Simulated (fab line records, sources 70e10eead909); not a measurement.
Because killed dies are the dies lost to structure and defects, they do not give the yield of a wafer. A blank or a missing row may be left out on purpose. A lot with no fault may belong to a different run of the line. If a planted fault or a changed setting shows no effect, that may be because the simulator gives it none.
Comparing a struck lot with a sound one	flow nand_harc	27 out of 1159 route steps
Sound: these wafers, L433.1, L433.3, L433.4. Wafers L437.3, L437.4, L437.6 were the ones struck. At the end, the cause is stated.
At each step with rows: each side's tool, then ch and its chambers, then its first start. Under that, the readings that differ: sound wafers	struck wafers	difference of the means	sigmas: that difference in standard deviations of wafers without a fault.
alike: same words and numbers on both sides, and readings whose means sit less than 2 such deviations apart. not compared: any withheld reading, any reading some wafer has no value for, any bound like >300 that may hide the same value, and any number with overlapping values for which the record gives no deviation.
The two part at a step that has a row with sigmas, a row that says differs or no value, or rows on one side only. Non-overlapping numbers with no deviation appear without sigmas and do not part them. Lack of a reading on every wafer of one side parts them only where that side has two or more wafers.

first, 2 steps without rows for these wafers: NHARC_A_M0_DEGAS_28 (time 60 s); NHARC_A_M0_PRE_CLEAN_29 (time 30 s).
NHARC_A_M0_PVD_20: deposits TaN, target thk 5 nm, time 8.06 s.
  sound on pvd_sputter-01; struck on pvd_sputter-03
  alike: chamber_pressure_pa, throttle_valve_pct
NHARC_A_M0_PVD_21: deposits Cu, target thk 30 nm, time 20.49 s.
  sound on pvd_sputter-01; struck on pvd_sputter-03
  alike: chamber_pressure_pa, throttle_valve_pct
then, 2 steps without rows for these wafers: NHARC_A_M0_ECD_22 (material Cu, target thk 400 nm); NHARC_A_M0_ANNEAL_30 (time 90 s).
NHARC_A_M0_CMP_23: polishes, t overpolish 20 s, target thk 113.75 nm.
  sound on cmp-01 ch 0,2,3, day 17 23:51; struck on cmp-04 ch 1,2,3, day 19 23:58
reading	sound	struck	difference	sigmas
motor_current_A (A)	10.6 10.5 12.3	13.6 13.0 14.1	+2.4	+2
  alike: time_to_endpoint_s
NHARC_A_M0_THK_MEAS_24: measures by xrf.
  sound on film_metro-02, day 18 00:10; struck on film_metro-02, day 20 00:16
  alike: thk_nm
next, for these wafers, 1 step has no rows: NHARC_A_M0_SRD_25.
NHARC_A_M0_INSPECT_27:
  sound on defect_inspect-02, day 18 00:19; struck on defect_inspect-02, day 20 00:25
  alike: raw_defect_count
NHARC_A_M0_PRE_CLEAN_31: time 12 s.
  sound on pecvd-01 ch 0,1,2, day 18 00:23; struck on pecvd-04 ch 0,1,2, day 20 00:30
  alike: heater_power_w, rf_fwd_power_W
NHARC_A_M0_DEP_32: deposits SiCN, target thk 30 nm.
  sound on pecvd-01 ch 0,1,2, day 18 00:28; struck on pecvd-04 ch 0,1,2, day 20 00:37
  alike: heater_power_w, rf_fwd_power_W
then, 10 steps without rows for these wafers: NHARC_A_M1_DEP_00 (deposits SiOC, target thk 182.5 nm); NHARC_A_M1_DEHYDRATE_01 (time 120 s); NHARC_A_M1_HMDS_02 (time 30 s); NHARC_A_M1_COAT_34 (time 65 s); NHARC_A_M1_COAT_03 (resist thk 90 nm); NHARC_A_M1_SOFTBAKE_04 (time 55 s); NHARC_A_M1_EBR_05; NHARC_A_M1_EXPOSE_06 (exposes mask A M1, target cd 120 nm); NHARC_A_M1_PEB_07 (peb time 65 s); NHARC_A_M1_DEVELOP_08 (develop time 35 s).
NHARC_A_M1_CD_MEAS_09 targets a cd of 120 nm.
  sound on cd_sem-02 ch 0, day 18 01:44; struck on cd_sem-01 ch 0, day 20 01:50
  alike: cd_nm
NHARC_A_M1_OVL_MEAS_10: pitch 240 nm.
  sound on overlay-02, day 18 01:49; struck on overlay-02, day 20 01:56
reading	sound	struck	difference	sigmas
overlay_y_nm (nm)	-1.3 -1.5 -1.3	1.2 1.0 1.1	+2.5	+3
  alike: overlay_x_nm
NHARC_A_M1_INSPECT_11:
  sound on defect_inspect-02, day 18 01:51; struck on defect_inspect-02, day 20 01:58
reading	sound	struck	difference	sigmas
raw_defect_count	26 17 25	589 572 528	+540	+45
NHARC_A_M1_DESCUM_14: chemistry O2, time 3 s.
  sound on rie_diel-10 ch 1,2,3, day 18 01:55; struck on rie_diel-12 ch 0,2,3, day 20 02:02
reading	sound	struck	difference	sigmas
oes_product_au (a.u.)	0.983 0.984 0.993	1.025 1.016 1.012	+0.031	+2
  alike: drypump_motor_current_A, rf_vpp_V, showerhead_plenum_p_Torr, throttle_valve_pct
  not compared: rf_hours_counter_h
NHARC_END_SORT_01:
  sound on prober-01 ch 0, day 19 20:19; struck on prober-01 ch 0, day 21 18:50
reading	sound	struck	difference	sigmas
defect_limited_yield (%)	96.8 97.6 96.0	88.8 86.0 90.5	-8.4	-6
killed_at_array	20 15 25	73 91 61	+55	+6
killed_dies	22 16 27	76 95 64	+57	+6
sort_bin_2_pct (%)	1.5 0.7 1.8	5.0 5.6 3.8	+3.5	+6
sort_bin_3_pct (%)	0.15 0 0	2.07 4.28 1.18	+2.46	+14
sort_bin_4_pct (%)	1.6 1.6 2.2	4.1 4.1 4.4	+2.4	+3
sort_n_pass	655 661 650	601 582 613	-57	-6
sort_rim_yield_pct (%)	99.1 100.0 96.2	86.8 94.3 87.7	-8.8	-4
sort_yield_pct (%)	96.8 97.6 96.0	88.8 86.0 90.5	-8.4	-6
  alike: killed_at_other, killed_at_periphery, killed_open, killed_short

## WHERE THEY PART
At NHARC_A_M0_CMP_23 first; at NHARC_END_SORT_01 last (within this record only).

WHY: whatever the simulator had introduced
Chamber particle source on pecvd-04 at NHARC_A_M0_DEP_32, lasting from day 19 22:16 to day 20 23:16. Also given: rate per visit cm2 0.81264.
